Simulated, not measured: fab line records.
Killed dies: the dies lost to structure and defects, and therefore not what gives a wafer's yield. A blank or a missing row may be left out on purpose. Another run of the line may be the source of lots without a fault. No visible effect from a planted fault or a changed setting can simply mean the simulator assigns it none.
Which tool was responsible? + flow nand harc + route of 1159 steps, sampled at 1 step: 15 lots, 42 wafers

== WHAT EACH GAUGE READ, for each wafer ==
NHARC_A_CHANNEL_HOLE_D1_INSPECT_12.
| lot  | measured     | on                | raw defect count |
|------|--------------|-------------------|------------------|
| L521 | day 8 05:36  | defect inspect-02 | 3 6 7            |
| L524 | day 8 20:16  | defect inspect-02 | 9 5 7            |
| L522 | day 8 21:14  | defect inspect-02 | 4 5 7            |
| L523 | day 8 21:38  | defect inspect-02 | 2 3 2            |
| L525 | day 9 06:37  | defect inspect-01 | 2 7 7            |
| L526 | day 9 11:20  | defect inspect-02 | 5 6 4            |
| L527 | day 9 14:46  | defect inspect-01 | 8 8 5            |
| L528 | day 9 14:57  | defect inspect-01 | 7 5 5            |
| L532 | day 11 02:30 | defect inspect-01 | 3 5              |
| L537 | day 12 06:40 | defect inspect-02 | 8 5              |
| L538 | day 12 07:11 | defect inspect-02 | 3 3 5            |
| L536 | day 12 09:02 | defect inspect-02 | 3 7              |
| L539 | day 12 14:29 | defect inspect-01 | 3 7 5            |
| L541 | day 13 15:57 | defect inspect-01 | 7 4 4            |
| L542 | day 13 17:58 | defect inspect-01 | 12 4 11          |

== TOOL THAT RAN EACH LOT (tool first, then ch and the chambers of the sampled wafers, then the start) ==
Before these readings, the record contains no process step.

== WHAT THE TOOLS THEMSELVES READ (means of the sampled wafers that have a number; where no wafer has one, the mark that the record gives instead) ==
The record holds no such reading with a usual standard deviation.

== THE ANSWER, worked out from the rows above alone ==
Rule: the lots themselves supply what counts as usual. The widest of any qualifying gaps counts: lots, ordered by their means at a reading, are off when they make up no more than a third of the lots, leave a main group of 4 or more, and stand apart from it by 3 or more times the standard deviation of that group's means. The tables above print the reading to a certain number of digits; a main group whose means all agree to those digits is not used. Also off: a lot with no number at a reading for which 4 or more lots have one. Where the step has rows for the other lots, those lots are counted as sound. First the gauges in route order, then the tools' own readings, where a lot's mean is used as printed above. The first step at which some lot is off is used, and at that step the reading that is off furthest; a lot without a number counts as furthest.
None of the lots is off at any reading shown; this tells nothing.

== WHAT HAD BEEN PUT IN BY THE SIMULATOR ==
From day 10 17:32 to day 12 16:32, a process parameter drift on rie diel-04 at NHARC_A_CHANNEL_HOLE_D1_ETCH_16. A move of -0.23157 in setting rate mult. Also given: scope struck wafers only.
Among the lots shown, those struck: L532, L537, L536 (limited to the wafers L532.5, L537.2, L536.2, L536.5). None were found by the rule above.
